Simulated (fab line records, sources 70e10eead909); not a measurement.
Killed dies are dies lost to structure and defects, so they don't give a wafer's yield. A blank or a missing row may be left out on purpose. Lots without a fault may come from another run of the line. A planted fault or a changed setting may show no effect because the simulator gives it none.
Which tool did it? | flow nand_harc | 12 lots, 36 wafers sampled, at 5 steps of a route of 1302

WHAT THE GAUGES READ, wafer by wafer
NHARC_A_BONDPAD_CD_MEAS_09: target cd 500 nm.
lot  | measured     | on        | cd_nm (nm)
L102 | day 23 16:52 | cd_sem-03 | 500.5 501.1 500.9
L104 | day 23 23:34 | cd_sem-02 | 498.6 498.1 497.9
L105 | day 24 01:26 | cd_sem-02 | 499.8 500.2 502.3
L107 | day 24 14:46 | cd_sem-03 | 502.7 503.1 503.7
L106 | day 24 21:40 | cd_sem-01 | 502.0 501.0 501.2
L115 | day 28 13:26 | cd_sem-03 | 502.2 501.0 503.6
L118 | day 29 12:50 | cd_sem-01 | 497.8 498.3 499.3
L119 | day 30 01:02 | cd_sem-02 | 498.4 499.9 501.0
L120 | day 30 15:20 | cd_sem-01 | 496.5 499.4 497.6
L124 | day 32 05:39 | cd_sem-01 | 499.9 501.9 502.9
L123 | day 33 02:37 | cd_sem-01 | 501.0 501.8 500.5
L122 | day 33 06:51 | cd_sem-01 | 500.0 500.7 499.9

NHARC_A_BONDPAD_CD_MEAS_13.
lot  | measured     | on        | cd_nm (nm)
L102 | day 23 17:24 | cd_sem-02 | 500.0 501.1 500.0
L104 | day 24 00:05 | cd_sem-01 | 497.1 497.5 497.4
L105 | day 24 01:58 | cd_sem-02 | 499.4 500.9 501.8
L107 | day 24 15:18 | cd_sem-03 | 501.3 503.4 504.6
L106 | day 24 22:15 | cd_sem-02 | 500.9 500.1 499.7
L115 | day 28 13:58 | cd_sem-03 | 502.3 501.2 502.5
L118 | day 29 13:21 | cd_sem-03 | 497.8 497.9 500.2
L119 | day 30 01:34 | cd_sem-03 | 497.2 499.4 500.9
L120 | day 30 15:53 | cd_sem-03 | 495.3 498.8 497.3
L124 | day 32 18:26 | cd_sem-02 | 498.9 501.4 502.6
L123 | day 33 03:08 | cd_sem-02 | 498.2 500.2 496.5
L122 | day 33 07:23 | cd_sem-02 | 499.8 500.7 499.2

NHARC_END_WLT_00.
lot  | measured     | on        | VT_DECK1_BOTTOM   | VT_DECK1_BOTTOM_INNER | VT_DECK1_MEDIAN_NEAR_BOTTOM | VT_DECK1_MEDIAN_NEAR_BOTTOM_INNER | VT_DECK1_MIDDLE   | VT_DECK1_MIDDLE_INNER | VT_DECK1_TOP      | VT_DECK1_TOP_INNER | VT_DECK2_BOTTOM   | VT_DECK2_BOTTOM_INNER | VT_DECK2_MEDIAN_NEAR_BOTTOM | VT_DECK2_MEDIAN_NEAR_BOTTOM_INNER | VT_DECK2_MIDDLE   | VT_DECK2_MIDDLE_INNER | VT_DECK2_TOP      | VT_DECK2_TOP_INNER
L102 | day 24 23:23 | prober-01 | 0.882 0.873 0.870 | 0.877 0.875 0.870     | 0.882 0.878 0.867           | 0.886 0.870 0.878                 | 0.899 0.882 0.886 | 0.887 0.881 0.881     | 0.901 0.908 0.899 | 0.903 0.908 0.905  | 0.882 0.880 0.880 | 0.879 0.874 0.873     | 0.883 0.873 0.882           | 0.873 0.877 0.872                 | 0.885 0.899 0.891 | 0.884 0.893 0.889     | 0.908 0.910 0.905 | 0.909 0.901 0.904
L104 | day 24 23:24 | prober-02 | 0.877 0.878 0.873 | 0.869 0.867 0.869     | 0.880 0.875 0.863           | 0.871 0.875 0.880                 | 0.883 0.883 0.884 | 0.882 0.885 0.882     | 0.897 0.893 0.895 | 0.901 0.894 0.894  | 0.883 0.871 0.868 | 0.873 0.877 0.858     | 0.890 0.884 0.874           | 0.873 0.883 0.869                 | 0.882 0.887 0.884 | 0.881 0.886 0.883     | 0.899 0.907 0.897 | 0.906 0.894 0.911
L105 | day 25 14:52 | prober-02 | 0.871             | 0.873                 | 0.875                       | 0.870                             | 0.891             | 0.895                 | 0.896             | 0.896              | 0.872             | 0.872                 | 0.870                       | 0.874                             | 0.888             | 0.882                 | 0.888             | 0.892
L107 | day 25 22:01 | prober-01 | 0.883             | 0.881                 | 0.889                       | 0.888                             | 0.897             | 0.897                 | 0.917             | 0.906              | 0.863             | 0.865                 | 0.873                       | 0.868                             | 0.885             | 0.882                 | 0.897             | 0.889
L106 | day 26 01:13 | prober-02 | 0.873 0.870       | 0.869 0.874           | 0.867 0.879                 | 0.874 0.888                       | 0.886 0.891       | 0.879 0.895           | 0.897 0.914       | 0.904 0.902        | 0.868 0.861       | 0.866 0.861           | 0.869 0.861                 | 0.866 0.864                       | 0.878 0.875       | 0.875 0.887           | 0.894 0.884       | 0.886 0.890
L115 | day 29 17:43 | prober-01 | 0.866 0.869 0.860 | 0.863 0.857 0.873     | 0.865 0.870 0.869           | 0.860 0.856 0.871                 | 0.870 0.886 0.875 | 0.875 0.874 0.869     | 0.891 0.889 0.896 | 0.886 0.882 0.893  | 0.874 0.871 0.870 | 0.870 0.885 0.870     | 0.868 0.873 0.875           | 0.868 0.875 0.879                 | 0.885 0.883 0.892 | 0.882 0.886 0.882     | 0.893 0.899 0.906 | 0.905 0.902 0.894
L118 | day 30 21:27 | prober-01 | 0.869 0.870 0.865 | 0.863 0.867 0.865     | 0.867 0.864 0.884           | 0.864 0.875 0.865                 | 0.882 0.884 0.882 | 0.882 0.882 0.879     | 0.893 0.902 0.894 | 0.896 0.892 0.894  | 0.872 0.865 0.859 | 0.871 0.864 0.866     | 0.865 0.875 0.866           | 0.869 0.868 0.858                 | 0.870 0.881 0.884 | 0.882 0.888 0.885     | 0.892 0.893 0.892 | 0.889 0.885 0.889
L119 | day 31 06:22 | prober-01 | 0.870 0.864 0.867 | 0.874 0.862 0.876     | 0.871 0.873 0.877           | 0.877 0.874 0.873                 | 0.890 0.876 0.888 | 0.883 0.881 0.882     | 0.904 0.892 0.891 | 0.893 0.897 0.892  | 0.863 0.873 0.881 | 0.869 0.868 0.875     | 0.866 0.878 0.878           | 0.871 0.871 0.876                 | 0.882 0.880 0.887 | 0.894 0.881 0.888     | 0.887 0.901 0.902 | 0.893 0.894 0.903
L120 | day 31 17:02 | prober-01 | 0.880 0.877 0.867 | 0.870 0.869 0.878     | 0.882 0.872 0.876           | 0.882 0.871 0.877                 | 0.882 0.885 0.888 | 0.883 0.889 0.887     | 0.893 0.892 0.899 | 0.897 0.888 0.890  | 0.877 0.878 0.872 | 0.876 0.865 0.858     | 0.875 0.868 0.870           | 0.876 0.878 0.858                 | 0.878 0.887 0.875 | 0.886 0.884 0.891     | 0.897 0.895 0.891 | 0.892 0.903 0.898
L124 | day 33 21:19 | prober-02 | 0.875 0.878 0.874 | 0.881 0.873 0.882     | 0.879 0.875 0.873           | 0.881 0.875 0.885                 | 0.890 0.895 0.894 | 0.889 0.889 0.891     | 0.903 0.902 0.902 | 0.902 0.898 0.909  | 0.857 0.858 0.859 | 0.855 0.853 0.862     | 0.853 0.857 0.861           | 0.862 0.860 0.860                 | 0.872 0.878 0.868 | 0.873 0.880 0.870     | 0.879 0.888 0.881 | 0.879 0.875 0.885
L123 | day 34 08:05 | prober-02 | 0.872 0.863 0.867 | 0.876 0.867 0.871     | 0.874 0.874 0.873           | 0.868 0.864 0.870                 | 0.880 0.880 0.881 | 0.882 0.884 0.881     | 0.898 0.895 0.900 | 0.895 0.899 0.890  | 0.877 0.863 0.873 | 0.870 0.865 0.875     | 0.875 0.865 0.872           | 0.865 0.866 0.872                 | 0.885 0.872 0.889 | 0.878 0.876 0.888     | 0.891 0.901 0.895 | 0.897 0.895 0.892
L122 | day 34 09:05 | prober-01 | 0.851 0.852 0.863 | 0.860 0.855 0.863     | 0.862 0.851 0.863           | 0.862 0.846 0.863                 | 0.870 0.870 0.873 | 0.869 0.871 0.878     | 0.876 0.876 0.882 | 0.873 0.887 0.879  | 0.874 0.884 0.867 | 0.874 0.878 0.879     | 0.874 0.878 0.875           | 0.879 0.877 0.870                 | 0.883 0.889 0.889 | 0.874 0.888 0.886     | 0.893 0.897 0.895 | 0.894 0.889 0.897

NHARC_END_SORT_01.
lot  | measured     | on        | defect_limited_yield (%) | killed_at_array | killed_at_other | killed_at_periphery | killed_dies | killed_open | killed_short | sort_bin_2_pct (%) | sort_bin_3_pct (%) | sort_bin_4_pct (%) | sort_n_pass | sort_rim_yield_pct (%) | sort_yield_pct (%)
L105 | day 25 17:22 | prober-02 | 0.1 93.5 0               | 32 34 34        | 635 1 635       | 9 9 8               | 676 44 677  | 4 3 2       | 2 1 4        | 96.0 2.4 95.7      | 0.1 0.1 0.1        | 3.7 4.0 4.1        | 1 633 0     | 1 87 0                 | 0.1 93.5 0
L107 | day 26 00:31 | prober-01 | 0 95.6 0                 | 28 26 32        | 648 0 643       | 1 4 2               | 677 30 677  | 3 7 3       | 1 0 4        | 96.9 1.5 96.3      | 0.1 0.1 0.1        | 3.0 2.8 3.5        | 0 647 0     | 0 92 0                 | 0 95.6 0
L106 | day 26 04:28 | prober-02 | 93.5 0 91.3              | 44 40 53        | 0 632 4         | 0 5 2               | 44 677 59   | 0 6 3       | 1 3 5        | 3.0 96.0 2.8       | 0.1 0.3 1.6        | 3.4 3.7 4.3        | 633 0 618   | 82 0 85                | 93.5 0 91.3

WHICH TOOL RAN EACH LOT (tool, then ch and the chambers of the sampled wafers, then the start)
lot  | NHARC_THIN_TSV_ECD_20
L102 | ecd_cu-01 ch 1, day 24 12:37
L104 | ecd_cu-01 ch 0,1, day 24 16:59
L105 | ecd_cu-01 ch 0,1, day 24 20:08
L107 | ecd_cu-01 ch 0,1, day 25 11:24
L106 | ecd_cu-01 ch 0,1, day 25 15:58
L115 | ecd_cu-01 ch 0,1, day 29 09:05
L118 | ecd_cu-02 ch 0,1, day 30 12:44
L119 | ecd_cu-02 ch 0,1, day 30 22:14
L120 | ecd_cu-01 ch 0, day 31 09:00
L124 | ecd_cu-01 ch 0,1, day 33 12:10
L123 | ecd_cu-01 ch 0,1, day 34 01:45
L122 | ecd_cu-01 ch 0,1, day 33 23:26
- NHARC_THIN_TSV_ECD_20: material Cu, target thk 2000 nm.

WHAT THE TOOLS THEMSELVES READ (means of the sampled wafers that have a number; where no wafer has one, the mark that the record gives instead)
The record holds no such reading with a usual standard deviation.

THE ANSWER, worked out from the rows above alone
Rule: what is usual is taken from the lots themselves. Put in order of their means at a reading, lots are off if they are a third of the lots or fewer, leave a main group of 4 or more, and stand apart from it by a gap of 3 or more times the standard deviation of the main group's means; of several such gaps the widest counts. A main group whose means are all the same, to the digits that the tables above print for the reading, isn't used. A lot without any number at a reading at which 4 lots or more have one is off too. The other lots that the step has rows for count as sound. The gauges are gone through in route order, then the tools' own readings, and for those a lot's mean is taken as printed above. The first step at which some lot is off is used, and at that step the reading that is off furthest; a lot without a number counts as furthest.
No lot is off at any reading shown: from this, nothing can be told.

WHAT THE SIMULATOR HAD PUT IN
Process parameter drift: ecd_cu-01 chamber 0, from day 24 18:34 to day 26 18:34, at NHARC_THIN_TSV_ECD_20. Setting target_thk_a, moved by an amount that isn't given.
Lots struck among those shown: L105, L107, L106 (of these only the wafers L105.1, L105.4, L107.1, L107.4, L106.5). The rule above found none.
